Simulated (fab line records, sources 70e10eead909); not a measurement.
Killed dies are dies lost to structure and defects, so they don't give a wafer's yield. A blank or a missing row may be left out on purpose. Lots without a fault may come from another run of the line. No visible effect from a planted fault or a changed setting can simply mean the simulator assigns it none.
Chamber matching	flow nand-harc	3 sister chambers for NHARC_A_STAIRCASE_DEP_471 on pecvd-02
The step deposits SiO2, target thk 100 nm. 3 wafers are shown with their chamber, then 8 later ones without.

WAFERS, EACH WITH ITS CHAMBER
wafer	chamber	showerhead-vpp-V (V)
L081.6	1	2039
L085.6	0	2010
L093.3	2	1744

WAFERS WHOSE CHAMBER IS MISSING
wafer	showerhead-vpp-V (V)
L093.5	2018
L093.6	1717
L095.1	2043
L095.2	1969
L095.5	2026
L097.2	2024
L097.3	1733
L097.5	1983

WHICH CHAMBER EACH ONE RAN IN
wafer	from the rows above	in truth
L093.5	can't be placed: 0 or 1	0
L093.6	2	2
L095.1	can't be placed: 1 or 0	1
L095.2	can't be placed: 0 or 1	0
L095.5	can't be placed: 1 or 0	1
L097.2	can't be placed: 0 or 1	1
L097.3	2	2
L097.5	can't be placed: 0 or 1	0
Correct placement for 2 of the 8. Cannot be placed on the basis of these rows: 6; the candidates contain the true chamber in 6. Placed wrongly: 0.
How it was worked out, from the rows above alone: a wafer's distance from a chamber is the root of the sum, over the readings, of the square of ((its reading less the chamber's mean) divided by the reading's scatter). If the next closest chamber is less than 2 further off than the closest, the wafer can't be placed; otherwise it belongs to the closest. A chamber's mean is the mean of its shown wafers. The scatter: root of mean squared gap, hidden wafer to nearest shown wafer, with one shown wafer a chamber.
